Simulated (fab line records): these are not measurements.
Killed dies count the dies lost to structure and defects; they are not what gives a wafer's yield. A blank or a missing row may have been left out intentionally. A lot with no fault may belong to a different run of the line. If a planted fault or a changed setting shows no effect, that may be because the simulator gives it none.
Split-lot experiment + flow n5-finfet + on a route of 1938 steps: 7 lots, 39 wafers read

SPLIT DETAILS
At N5_HKMG_FIN_ETCH_54 (etches SiARC in CF4, target depth 45.5 nm, time 75.8 s), the setting source-w was moved away from the recipe's 545 W on 15 of the 39 wafers read, by -15.9% to +18.2%. All remaining wafers had this setting at the recipe value.

Reading taken at the split's own step.

THE READING
rf-vpp-V, in V, at N5_HKMG_FIN_ETCH_54 (etches SiARC in CF4, target depth 45.5 nm, time 75.8 s). On this fab line, fault-free wafers typically give 184.1 V with a standard deviation of 1.3 V.

| wafer  | tool, chamber at the split | source-w as run, W | against the recipe | rf-vpp-V, V | against lot-mates on the recipe |
|--------|----------------------------|--------------------|--------------------|-------------|---------------------------------|
| L075.1 | rie-diel-02, 0             | 545                | recipe             | 182.5       | -                               |
| L075.2 | rie-diel-02, 2             | 591.5              | +8.5%              | 180.0       | -3.4                            |
| L075.3 | rie-diel-02, 1             | 545                | recipe             | 183.8       | -                               |
| L075.4 | rie-diel-02, 3             | 545                | recipe             | 184.0       | -                               |
| L075.5 | rie-diel-02, 3             | 591.5              | +8.5%              | 179.3       | -4.1                            |
| L075.6 | rie-diel-02, 2             | 591.5              | +8.5%              | 178.9       | -4.5                            |
| L078.2 | rie-diel-02, 0             | 545                | recipe             | 183.0       | -                               |
| L078.3 | rie-diel-02, 3             | 545                | recipe             | 185.1       | -                               |
| L078.6 | rie-diel-02, 2             | 545                | recipe             | 185.4       | -                               |
| L086.1 | rie-diel-02, 3             | 545                | recipe             | 184.6       | -                               |
| L086.2 | rie-diel-02, 2             | 644.2              | +18.2%             | 174.3       | -10.5                           |
| L086.3 | rie-diel-02, 1             | 545                | recipe             | 185.3       | -                               |
| L086.4 | rie-diel-02, 0             | 644.2              | +18.2%             | 172.2       | -12.6                           |
| L086.5 | rie-diel-02, 0             | 644.2              | +18.2%             | 171.6       | -13.2                           |
| L086.6 | rie-diel-02, 3             | 545                | recipe             | 184.4       | -                               |
| L088.1 | rie-diel-01, 3             | 545                | recipe             | 183.0       | -                               |
| L088.2 | rie-diel-01, 1             | 545                | recipe             | 182.9       | -                               |
| L088.3 | rie-diel-01, 2             | 545                | recipe             | 183.8       | -                               |
| L088.4 | rie-diel-01, 0             | 545                | recipe             | 182.5       | -                               |
| L088.5 | rie-diel-01, 1             | 545                | recipe             | 183.7       | -                               |
| L088.6 | rie-diel-01, 2             | 545                | recipe             | 184.1       | -                               |
| L091.1 | rie-diel-02, 2             | 545                | recipe             | 186.0       | -                               |
| L091.2 | rie-diel-02, 1             | 496.1              | -9.0%              | 190.1       | +5.7                            |
| L091.3 | rie-diel-02, 3             | 545                | recipe             | 183.8       | -                               |
| L091.4 | rie-diel-02, 0             | 545                | recipe             | 183.3       | -                               |
| L091.5 | rie-diel-02, 3             | 496.1              | -9.0%              | 189.4       | +5.0                            |
| L091.6 | rie-diel-02, 0             | 496.1              | -9.0%              | 188.0       | +3.6                            |
| L092.1 | rie-diel-02, 1             | 545                | recipe             | 184.5       | -                               |
| L092.2 | rie-diel-02, 2             | 545                | recipe             | 185.1       | -                               |
| L092.3 | rie-diel-02, 3             | 588.5              | +8.0%              | 180.9       | -2.9                            |
| L092.4 | rie-diel-02, 0             | 545                | recipe             | 181.8       | -                               |
| L092.5 | rie-diel-02, 3             | 588.5              | +8.0%              | 180.4       | -3.4                            |
| L092.6 | rie-diel-02, 2             | 588.5              | +8.0%              | 180.5       | -3.3                            |
| L097.1 | rie-diel-01, 1             | 545                | recipe             | 184.4       | -                               |
| L097.2 | rie-diel-01, 2             | 458.3              | -15.9%             | 195.1       | +10.9                           |
| L097.3 | rie-diel-01, 3             | 458.3              | -15.9%             | 195.3       | +11.1                           |
| L097.4 | rie-diel-01, 0             | 458.3              | -15.9%             | 193.8       | +9.6                            |
| L097.5 | rie-diel-01, 1             | 545                | recipe             | 183.4       | -                               |
| L097.6 | rie-diel-01, 2             | 545                | recipe             | 184.8       | -                               |

THE FIT
A straight line over all 39 wafers: rf-vpp-V changes by -0.613 V for each +1% of source-w; r = -0.98; the points scatter about the line by 1.1 V.
The same after taking each lot's own level away (the mean of its wafers on the recipe; 39 wafers): -0.614 V for each +1%; r = -0.98; scatter 1.1 V.
Per that fit: largest source-w move, reading shift of 11 V.
From 183.33 to 184.77 V: that is the span of the lots' own levels, equal to 1.1 times the standard deviation above.
Consequently the slope shifts little with the lot-to-lot level, the two slopes agreeing.
Check: for one of the wafers moved furthest among these (+18.2%), held out of the fit, the line's prediction against its lot-mates is -11.1 V. Against them it came out at -10.5 V.
Tool readings at the split's step, against how far the setting was moved: rf-vpp-V r = -0.98.

FURTHER SPLITS ON THESE WAFERS
Other splits were also applied to these wafers ahead of the reading. Each is held against what the fit with the lots' levels taken away leaves over:
| other split on the same wafers  | wafers away from the commonest value | r with rf-vpp-V (lot level and that fit taken away) |
|---------------------------------|--------------------------------------|-----------------------------------------------------|
| N5_DUMMY_GATE_EXPOSE_12 dose-mj | 15                                   | +0.01                                               |
| N5_SD_EPI_N_EPI_21 temp-c       | 12                                   | -0.01                                               |

THE FILE'S OWN FIT
rf-vpp-V changes by -0.612 V for each +1% of source-w, r = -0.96.
